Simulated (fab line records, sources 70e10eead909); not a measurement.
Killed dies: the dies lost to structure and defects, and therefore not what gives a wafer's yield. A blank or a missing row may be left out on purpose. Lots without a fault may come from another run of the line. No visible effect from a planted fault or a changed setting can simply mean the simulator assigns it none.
Which tool was responsible? + flow nand-harc + 13 lots with 39 wafers sampled at 5 steps, on a route of 1302 steps

== WHAT EACH GAUGE READ, for each wafer ==
No reading from a measuring or inspecting step in the record can be judged against a usual standard deviation.

== WHAT TOOL EACH LOT RAN ON (gives the tool, then ch and the chambers of the sampled wafers, and finally the start) ==
| lot  | NHARC_P_CONTACT_CMP_24        | NHARC_P_M0_DESCUM_14               | NHARC_P_M0_ETCH_34                 | NHARC_P_M0_ECD_22              | NHARC_P_M0_CMP_23             |
|------|-------------------------------|------------------------------------|------------------------------------|--------------------------------|-------------------------------|
| L224 | cmp-01 ch 0,2, day 5 20:20    | rie-diel-13 ch 0,2, day 5 21:51    | rie-diel-13 ch 0,2, day 5 21:56    | ecd-cu-01 ch 0,1, day 5 23:16  | cmp-02 ch 0,2,3, day 6 00:03  |
| L225 | cmp-04 ch 0,1, day 6 09:22    | rie-diel-13 ch 1,2,3, day 6 10:52  | rie-diel-13 ch 0,3, day 6 10:56    | ecd-cu-01 ch 0,1, day 6 12:10  | cmp-02 ch 0,1, day 6 12:52    |
| L226 | cmp-03 ch 1,2,3, day 6 17:30  | rie-diel-07 ch 0,1,3, day 6 18:53  | rie-diel-07 ch 0,1,3, day 6 18:58  | ecd-cu-02 ch 0,1, day 6 20:13  | cmp-01 ch 0,2,3, day 6 20:58  |
| L227 | cmp-04 ch 0,2,3, day 7 03:29  | rie-diel-07 ch 0,1,3, day 7 04:58  | rie-diel-07 ch 0,3, day 7 05:04    | ecd-cu-02 ch 0,1, day 7 06:20  | cmp-02 ch 0,1,2, day 7 07:04  |
| L228 | cmp-04 ch 0,1,3, day 7 16:34  | rie-diel-07 ch 0,2,3, day 7 17:56  | rie-diel-07 ch 0,2,3, day 7 18:01  | ecd-cu-02 ch 0,1, day 7 19:20  | cmp-02 ch 0,2,3, day 7 20:04  |
| L230 | cmp-04 ch 0,2,3, day 8 16:13  | rie-diel-07 ch 0,1,3, day 8 17:34  | rie-diel-07 ch 1,2, day 8 17:38    | ecd-cu-01 ch 0,1, day 8 18:55  | cmp-02 ch 0,1,2, day 8 19:35  |
| L234 | cmp-04 ch 0,1,2, day 10 10:46 | rie-diel-04 ch 0,2,3, day 10 12:14 | rie-diel-04 ch 1,3, day 10 12:19   | ecd-cu-01 ch 0,1, day 10 13:30 | cmp-02 ch 1,3, day 10 14:15   |
| L241 | cmp-01 ch 1,2,3, day 13 01:28 | rie-diel-07 ch 0,3, day 13 02:57   | rie-diel-07 ch 2,3, day 13 03:03   | ecd-cu-01 ch 0,1, day 13 04:22 | cmp-01 ch 1,2,3, day 13 05:05 |
| L242 | cmp-01 ch 0,2, day 13 16:19   | rie-diel-07 ch 1,2, day 13 17:49   | rie-diel-07 ch 0,3, day 13 17:53   | ecd-cu-01 ch 0,1, day 13 19:14 | cmp-01 ch 0,2,3, day 13 19:53 |
| L243 | cmp-01 ch 0,2,3, day 14 03:56 | rie-diel-13 ch 1,2, day 14 05:25   | rie-diel-13 ch 1,2, day 14 05:32   | ecd-cu-01 ch 0, day 14 06:52   | cmp-01 ch 0,2, day 14 07:34   |
| L244 | cmp-01 ch 0,1,3, day 14 14:26 | rie-diel-07 ch 1,2, day 14 15:55   | rie-diel-07 ch 0,1,3, day 14 16:01 | ecd-cu-01 ch 0,1, day 14 17:21 | cmp-02 ch 0,1, day 14 17:55   |
| L245 | cmp-01 ch 0,1,2, day 14 16:38 | rie-diel-07 ch 0,1,3, day 14 18:01 | rie-diel-07 ch 1,2,3, day 14 18:06 | ecd-cu-01 ch 0,1, day 14 19:18 | cmp-03 ch 0,1,2, day 14 20:02 |
| L246 | cmp-04 ch 0,3, day 15 09:49   | rie-diel-07 ch 0,1,3, day 15 11:20 | rie-diel-07 ch 0,1,2, day 15 11:25 | ecd-cu-02 ch 0,1, day 15 12:44 | cmp-03 ch 1,2, day 15 13:21   |
- NHARC_P_CONTACT_CMP_24: polishes, t overpolish 30 s, target thk 200 nm.
- NHARC_P_M0_DESCUM_14: chemistry O2, time 3 s.
- NHARC_P_M0_ETCH_34: etches the open film in N2/H2, target depth 40 nm, overetch 12 nm, time 43.94 s.
- NHARC_P_M0_ECD_22: material Cu, target thk 400 nm.
- NHARC_P_M0_CMP_23: polishes, t overpolish 20 s, target thk 117.54 nm.

== WHAT THE TOOLS THEMSELVES READ (means of the sampled wafers that have a number; where no wafer has one, the mark that the record gives instead) ==
NHARC_P_CONTACT_CMP_24.
| lot  | tool   | motor-current-A (A) | overpolish-run-s (s) | slurry-filter-dp-kPa (kPa) | time-to-endpoint-s (s) |
|------|--------|---------------------|----------------------|----------------------------|------------------------|
| L224 | cmp-01 | 10.1                | 30.001               | 13.48                      | 37                     |
| L225 | cmp-04 | 13.4                | 30.003               | 13.35                      | 39                     |
| L226 | cmp-03 | 12.9                | 29.998               | 13.52                      | 36                     |
| L227 | cmp-04 | 12.3                | 29.995               | 13.60                      | 38                     |
| L228 | cmp-04 | 13.0                | 30.009               | 13.46                      | 38                     |
| L230 | cmp-04 | 12.4                | 29.994               | 13.37                      | 44                     |
| L234 | cmp-04 | 12.8                | 29.999               | 13.34                      | 40                     |
| L241 | cmp-01 | 11.7                | 30.004               | 13.62                      | 41                     |
| L242 | cmp-01 | 10.1                | 30.002               | 13.46                      | 39                     |
| L243 | cmp-01 | 10.4                | 30.001               | 13.46                      | 41                     |
| L244 | cmp-01 | 11.6                | 30.000               | 13.47                      | 39                     |
| L245 | cmp-01 | 11.4                | 30.000               | 13.64                      | 45                     |
| L246 | cmp-04 | 11.9                | 29.996               | 13.49                      | 38                     |

NHARC_P_M0_DESCUM_14.
| lot  | tool        | drypump-motor-current-A (A) | o2-flow-sccm (sccm) | oes-product-au (a.u.) | rf-vpp-V (V) | showerhead-plenum-p-Torr (Torr) | throttle-valve-pct (%) |
|------|-------------|-----------------------------|---------------------|-----------------------|--------------|---------------------------------|------------------------|
| L224 | rie-diel-13 | 5.0                         | 199.7               | 1.005                 | 57.8         | 1.94                            | 11.308                 |
| L225 | rie-diel-13 | 5.9                         | 201.2               | 0.995                 | 57.9         | 1.85                            | 11.313                 |
| L226 | rie-diel-07 | 6.1                         | 199.6               | 0.994                 | 57.8         | 1.86                            | 11.315                 |
| L227 | rie-diel-07 | 6.1                         | 199.9               | 0.987                 | 58.0         | 1.86                            | 11.314                 |
| L228 | rie-diel-07 | 6.2                         | 199.8               | 0.996                 | 57.3         | 1.86                            | 11.312                 |
| L230 | rie-diel-07 | 6.1                         | 200.3               | 0.989                 | 57.8         | 1.86                            | 11.320                 |
| L234 | rie-diel-04 | 5.5                         | 200.3               | 1.011                 | 57.5         | 1.91                            | 11.305                 |
| L241 | rie-diel-07 | 6.3                         | 200.7               | 0.999                 | 57.1         | 1.81                            | 11.312                 |
| L242 | rie-diel-07 | 5.6                         | 200.0               | 1.005                 | 57.5         | 1.91                            | 11.313                 |
| L243 | rie-diel-13 | 6.0                         | 199.7               | 1.000                 | 57.0         | 1.82                            | 11.309                 |
| L244 | rie-diel-07 | 5.7                         | 199.5               | 0.993                 | 57.5         | 1.91                            | 11.309                 |
| L245 | rie-diel-07 | 6.1                         | 200.5               | 0.993                 | 57.9         | 1.85                            | 11.311                 |
| L246 | rie-diel-07 | 6.1                         | 200.2               | 0.992                 | 56.9         | 1.85                            | 11.310                 |

NHARC_P_M0_ETCH_34.
| lot  | tool        | drypump-motor-current-A (A) | oes-product-au (a.u.) | rf-vpp-V (V) | showerhead-plenum-p-Torr (Torr) | throttle-valve-pct (%) |
|------|-------------|-----------------------------|-----------------------|--------------|---------------------------------|------------------------|
| L224 | rie-diel-13 | 5.4                         | 0.995                 | 429.5        | 1.99                            | 14.176                 |
| L225 | rie-diel-13 | 5.5                         | 1.014                 | 432.0        | 2.07                            | 14.178                 |
| L226 | rie-diel-07 | 6.1                         | 0.992                 | 429.3        | 1.98                            | 14.178                 |
| L227 | rie-diel-07 | 6.3                         | 0.988                 | 428.0        | 1.94                            | 14.173                 |
| L228 | rie-diel-07 | 6.2                         | 0.983                 | 428.8        | 1.98                            | 14.168                 |
| L230 | rie-diel-07 | 5.7                         | 1.002                 | 430.7        | 2.04                            | 14.171                 |
| L234 | rie-diel-04 | 5.5                         | 1.006                 | 429.4        | 1.99                            | 14.164                 |
| L241 | rie-diel-07 | 6.0                         | 0.982                 | 429.8        | 2.00                            | 14.181                 |
| L242 | rie-diel-07 | 6.4                         | 0.980                 | 428.0        | 1.94                            | 14.174                 |
| L243 | rie-diel-13 | 5.9                         | 1.010                 | 426.6        | 1.91                            | 14.173                 |
| L244 | rie-diel-07 | 6.1                         | 0.984                 | 428.8        | 1.97                            | 14.174                 |
| L245 | rie-diel-07 | 5.9                         | 0.992                 | 429.0        | 2.00                            | 14.175                 |
| L246 | rie-diel-07 | 6.0                         | 0.985                 | 429.3        | 2.01                            | 14.182                 |

NHARC_P_M0_CMP_23.
| lot  | tool   | motor-current-A (A) | slurry-filter-dp-kPa (kPa) | time-to-endpoint-s (s) |
|------|--------|---------------------|----------------------------|------------------------|
| L224 | cmp-02 | 10.7                | 13.53                      | 29                     |
| L225 | cmp-02 | 12.4                | 13.45                      | 33                     |
| L226 | cmp-01 | 10.9                | 13.45                      | 23                     |
| L227 | cmp-02 | 11.0                | 13.44                      | 30                     |
| L228 | cmp-02 | 10.8                | 13.42                      | 28                     |
| L230 | cmp-02 | 11.5                | 13.57                      | 32                     |
| L234 | cmp-02 | 12.0                | 13.54                      | 21                     |
| L241 | cmp-01 | 11.9                | 13.60                      | 33                     |
| L242 | cmp-01 | 10.4                | 13.51                      | 29                     |
| L243 | cmp-01 | 10.6                | 13.54                      | 28                     |
| L244 | cmp-02 | 11.2                | 13.61                      | 30                     |
| L245 | cmp-03 | 13.5                | 13.55                      | 28                     |
| L246 | cmp-03 | 12.9                | 13.46                      | 25                     |

== THE ANSWER, worked out from the rows above alone ==
Rule: what is usual is taken from the lots themselves. The widest of any qualifying gaps counts: lots, ordered by their means at a reading, are off when they make up no more than a third of the lots, leave a main group of 4 or more, and stand apart from it by 3 or more times the standard deviation of that group's means. Not used: any main group whose means are identical at the precision the tables above print for the reading. Also off: a lot with no number at a reading for which 4 or more lots have one. Where the step has rows for the other lots, those lots are counted as sound. First the gauges in route order, then the tools' own readings, where a lot's mean is used as printed above. At the first step where some lot is off, the reading lying furthest off is the one used; lots without a number count as furthest.
None of the lots is off at any reading shown; this tells nothing.

== WHAT THE SIMULATOR HAD PUT IN ==
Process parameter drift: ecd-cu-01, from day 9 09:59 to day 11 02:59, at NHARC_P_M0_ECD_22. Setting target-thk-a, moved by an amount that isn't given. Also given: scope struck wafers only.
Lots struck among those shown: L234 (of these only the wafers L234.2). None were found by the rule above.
